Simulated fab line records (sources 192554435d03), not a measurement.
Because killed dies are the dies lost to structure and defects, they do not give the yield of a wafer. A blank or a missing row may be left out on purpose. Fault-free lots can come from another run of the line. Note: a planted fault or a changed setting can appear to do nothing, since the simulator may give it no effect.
Which tool is to blame? ; flow n5Finfet ; 24 wafers from 8 lots sampled at 6 of the route's 1938 steps

WHAT THE GAUGES READ, wafer by wafer
N5_BEOL_M4_RC_MEAS_101. Usual: DIBL_N 36.8 mV/V, standard deviation 1.5; DIBL_P 37.1 mV/V, standard deviation 2.1; IOFF_N 0.168 nA/um, standard deviation 0.03; IOFF_P 0.22 nA/um, standard deviation 0.034; ION_N 679 uA/um, standard deviation 12; ION_P 466 uA/um, standard deviation 8; SS_N 71.7 mV/dec, standard deviation 0.58; SS_P 73.5 mV/dec, standard deviation 0.67; VT_N 248.8 mV, standard deviation 2.7; VT_P -250 mV, standard deviation 3.3.
lot;measured;on;DIBL_N (mV/V);DIBL_P (mV/V);IOFF_N (nA/um);IOFF_P (nA/um);ION_N (uA/um);ION_P (uA/um);SS_N (mV/dec);SS_P (mV/dec);VT_N (mV);VT_P (mV);flag
L166;day 7 12:11;prober-02;38.6 34.9 38.5;39.9 35.0 39.9;0.204 0.135 0.213;0.24 0.17 0.25;683 662 679;463 455 466;73.2 71.3 71.6;74.1 73.5 74.3;247.3 250.8 244.0;-249 -256 -247;
L168;day 8 13:29;prober-01;37.0 36.9 37.1;36.1 36.0 36.1;0.146 0.146 0.148;0.19 0.20 0.20;678 675 672;461 462 461;71.5 70.6 70.9;73.5 72.9 73.4;249.8 247.4 248.0;-253 -249 -250;
L170;day 8 11:34;prober-02;36.4 38.7 36.0;37.5 40.5 37.8;0.165 0.200 0.152;0.22 0.27 0.23;677 687 679;468 468 468;71.8 72.6 71.0;72.7 74.0 72.7;247.4 246.2 251.6;-253 -247 -246;
L172;day 9 06:04;prober-01;35.4 35.5 35.6;37.0 37.0 37.2;0.167 0.166 0.183;0.22 0.21 0.22;671 680 684;469 463 470;71.3 71.8 71.2;74.0 72.8 73.4;247.2 245.1 244.9;-249 -248 -247;
L176;day 10 00:07;prober-02;40.3 36.5 38.9;41.8 36.5 41.4;0.264 0.150 0.217;0.28 0.18 0.27;698 660 677;468 452 467;72.5 70.7 72.4;74.9 74.0 74.1;243.8 251.1 244.8;-250 -253 -249;
L177;day 10 21:23;prober-01;35.2 34.9 33.5;34.7 33.7 31.6;0.149 0.131 0.115;0.19 0.18 0.15;680 663 658;466 459 449;71.2 71.7 71.1;73.7 73.0 72.5;248.8 252.6 254.1;-253 -254 -255;
L187;day 13 00:08;prober-02;39.5 36.3 37.7;39.8 36.0 37.7;0.233 0.149 0.182;0.28 0.21 0.23;712 687 695;478 472 476;71.8 71.4 72.2;74.5 73.2 73.2;244.4 250.9 248.9;-247 -249 -250;
L189;day 14 02:40;prober-01;37.7 38.0 35.4;38.6 37.2 34.7;0.167 0.171 0.135;0.25 0.22 0.18;676 680 667;467 469 455;71.3 71.0 71.3;73.1 72.6 72.9;249.5 249.2 252.4;-246 -248 -251;

WHICH TOOL RAN EACH LOT (tool, then ch and the chambers of the sampled wafers, then the start)
lot;N5_GATE_CUT_ETCH_58;N5_GATE_CUT_COAT_27;N5_GATE_CUT_ETCH_28;N5_GATE_CUT_STRIP_42;N5_GATE_CUT_CUT_ETCH_54
L166;rieDiel-03 ch 0,3, day 4 08:16;lithoTrack-04 ch 0, day 4 12:15;rieDiel-05 ch 0,3, day 4 12:59;rieDiel-05 ch 0,3, day 4 13:12;rieMetal-01 ch 0, day 4 13:25
L168;rieDiel-04 ch 1,3, day 4 23:23;lithoTrack-03 ch 0, day 5 02:30;rieDiel-03 ch 0,2, day 5 03:04;rieDiel-03 ch 0,2, day 5 03:16;rieMetal-01 ch 1, day 5 03:29
L170;rieDiel-04 ch 0,3, day 5 09:02;lithoTrack-03 ch 0, day 5 12:02;rieDiel-05 ch 1,3, day 5 12:35;rieDiel-05 ch 1,3, day 5 12:47;rieMetal-03 ch 0,1, day 5 13:00
L172;rieDiel-04 ch 2,3, day 5 22:16;lithoTrack-03 ch 0, day 6 01:16;rieDiel-03 ch 1,3, day 6 01:41;rieDiel-03 ch 1,3, day 6 01:53;rieMetal-03 ch 0,1, day 6 02:06
L176;rieDiel-04 ch 0,2,3, day 7 02:28;lithoTrack-03 ch 0, day 7 05:28;rieDiel-04 ch 0,1,3, day 7 06:02;rieDiel-04 ch 0,1,3, day 7 06:15;rieMetal-02 ch 0,1, day 7 06:28
L177;rieDiel-05 ch 1,2, day 7 03:14;lithoTrack-03 ch 0, day 7 06:13;rieDiel-05 ch 0,2, day 7 06:44;rieDiel-05 ch 0,2, day 7 06:56;rieMetal-03 ch 0,1, day 7 07:09
L187;rieDiel-03 ch 0,2,3, day 9 13:53;lithoTrack-04 ch 0, day 9 17:23;rieDiel-04 ch 0,1,2, day 9 17:50;rieDiel-04 ch 0,1,2, day 9 18:02;rieMetal-03 ch 0,1, day 9 18:15
L189;rieDiel-05 ch 0,2, day 10 01:21;lithoTrack-03 ch 0, day 10 04:28;rieDiel-03 ch 0,1,2, day 10 04:53;rieDiel-03 ch 0,1,2, day 10 05:05;rieMetal-03 ch 0,1, day 10 05:18
- N5_GATE_CUT_ETCH_58: etches SiNx in CH3F/O2, target depth 17 nm, time 128.6 s.
- N5_GATE_CUT_COAT_27: time 60 s, resist thk 10 nm.
- N5_GATE_CUT_ETCH_28: etches underlayer in N2/H2, target depth 13 nm, time 10.4 s.
- N5_GATE_CUT_STRIP_42: strips in O2.
- N5_GATE_CUT_CUT_ETCH_54: etches TiN in Cl2/BCl3, target depth 96.7 nm.

AS READ BY THE TOOLS THEMSELVES (means over the sampled wafers that have a number; for cases with no such wafer, the mark the record gives instead)
N5_GATE_CUT_ETCH_58. Usual: drypumpMotorCurrentA 5.83 A, standard deviation 0.24; oesProductAu 0.76 a.u., standard deviation 0.068; rfVppV 99.0 V, standard deviation 0.98; showerheadPlenumPTorr 1.98 Torr, standard deviation 0.071; throttleValvePct 16.44 %, standard deviation 0.19.
lot;tool;drypumpMotorCurrentA (A);oesProductAu (a.u.);rfVppV (V);showerheadPlenumPTorr (Torr);throttleValvePct (%);flag
L166;rieDiel-03;6.12;0.74;98.8;1.97;16.49;
L168;rieDiel-04;6.15;0.81;99.6;1.99;16.40;
L170;rieDiel-04;5.77;0.75;98.6;1.95;16.45;
L172;rieDiel-04;5.82;0.72;99.4;1.93;16.49;
L176;rieDiel-04;5.76;0.73;98.5;1.94;16.50;
L177;rieDiel-05;5.72;0.76;99.1;2.04;16.43;
L187;rieDiel-03;5.92;0.82;100.1;2.06;16.33;
L189;rieDiel-05;5.81;0.74;99.6;2.02;16.68;

N5_GATE_CUT_COAT_27. Usual: 1499.8 rpm for spinSpeedRpm, sd 1.1.
lot;tool;spinSpeedRpm (rpm);flag
L166;lithoTrack-04;1498.6;
L168;lithoTrack-03;1500.1;
L170;lithoTrack-03;1500.2;
L172;lithoTrack-03;1498.7;
L176;lithoTrack-03;1387.5;OFF
L177;lithoTrack-03;1387.5;OFF
L187;lithoTrack-04;1500.3;
L189;lithoTrack-03;1501.2;

N5_GATE_CUT_ETCH_28. Usual: drypumpMotorCurrentA 5.85 A, standard deviation 0.24; etchRfOnTimeS 10.38 s, standard deviation 0.15; oesProductAu 0.65 a.u., standard deviation 0.062; rfVppV 523.4 V, standard deviation 2.8; showerheadPlenumPTorr 2.52 Torr, standard deviation 0.096; throttleValvePct 17.97 %, standard deviation 0.19.
lot;tool;drypumpMotorCurrentA (A);etchRfOnTimeS (s);oesProductAu (a.u.);rfVppV (V);showerheadPlenumPTorr (Torr);throttleValvePct (%);flag
L166;rieDiel-05;5.87;10.53;0.62;523.0;2.49;18.10;
L168;rieDiel-03;6.08;10.34;0.65;525.6;2.57;18.03;
L170;rieDiel-05;5.79;10.53;0.61;523.6;2.49;17.92;
L172;rieDiel-03;5.70;10.32;0.61;519.9;2.42;18.00;
L176;rieDiel-04;5.93;10.89;0.67;521.9;2.49;17.91;OFF
L177;rieDiel-05;5.81;10.68;0.70;527.0;2.64;18.07;
L187;rieDiel-04;5.75;10.40;0.71;523.9;2.53;17.70;
L189;rieDiel-03;5.86;10.42;0.63;522.8;2.53;18.10;

N5_GATE_CUT_STRIP_42. Usual: drypumpMotorCurrentA 5.85 A, standard deviation 0.24; oesProductAu 0.77 a.u., standard deviation 0.074; rfVppV 3.7 V, standard deviation 0.5; showerheadPlenumPTorr 2.08 Torr, standard deviation 0.083; tempC 40.00 C, standard deviation 0.11; throttleValvePct 16.78 %, standard deviation 0.19.
lot;tool;drypumpMotorCurrentA (A);oesProductAu (a.u.);rfVppV (V);showerheadPlenumPTorr (Torr);tempC (C);throttleValvePct (%);flag
L166;rieDiel-05;5.88;0.73;4.3;2.06;39.99;16.99;
L168;rieDiel-03;6.08;0.76;3.7;2.14;40.09;16.89;
L170;rieDiel-05;5.79;0.73;3.9;2.06;40.01;16.78;
L172;rieDiel-03;5.72;0.71;3.7;1.99;40.01;16.79;
L176;rieDiel-04;5.92;0.78;4.0;2.04;39.95;16.66;
L177;rieDiel-05;5.81;0.82;3.5;2.18;39.98;16.88;
L187;rieDiel-04;5.71;0.83;3.2;2.08;40.08;16.48;
L189;rieDiel-03;5.85;0.74;3.8;2.10;40.16;16.91;

N5_GATE_CUT_CUT_ETCH_54. Usual: bcl3FlowSccm 21.75 sccm, standard deviation 0.061; drypumpMotorCurrentA 5.5 A, standard deviation 0.54; etchRfOnTimeS 36.6 s, standard deviation 0.76; oesProductAu 0.71 a.u., standard deviation 0.1; throttleValvePct 22.2 %, standard deviation 0.31.
lot;tool;bcl3FlowSccm (sccm);drypumpMotorCurrentA (A);etchRfOnTimeS (s);oesProductAu (a.u.);throttleValvePct (%);flag
L166;rieMetal-01;21.84;5.9;37.0;0.76;22.4;
L168;rieMetal-01;21.75;5.1;35.2;0.86;22.3;
L170;rieMetal-03;21.78;5.9;36.4;0.81;21.8;
L172;rieMetal-03;21.74;5.9;36.5;0.81;21.8;
L176;rieMetal-02;21.74;5.5;36.9;0.58;22.5;
L177;rieMetal-03;21.81;5.8;36.6;0.79;21.8;
L187;rieMetal-03;21.81;5.3;36.3;0.77;22.0;
L189;rieMetal-03;21.76;5.9;36.5;0.77;21.9;

THE ANSWER, worked out from the rows above alone
Rule: lot off if the mean of its wafers having a number is beyond 3 standard deviations from the usual mean. Also off: a lot with no number at a reading for which 4 or more lots have one. All remaining lots with rows at the step are treated as sound. Order of review: gauges by route order, followed by the tools' own readings, for which a lot's mean as printed above is used. The first step at which some lot is off is used, and at that step the reading that is off furthest; a lot without a number counts as furthest.
Off at N5_GATE_CUT_COAT_27 (spinSpeedRpm): L176, L177.
A tool fits if, at that step or a process step before it, it ran every lot that is off, and no sound lot after the first of them. No candidate that was tried fits.

WHAT THE SIMULATOR PUT IN
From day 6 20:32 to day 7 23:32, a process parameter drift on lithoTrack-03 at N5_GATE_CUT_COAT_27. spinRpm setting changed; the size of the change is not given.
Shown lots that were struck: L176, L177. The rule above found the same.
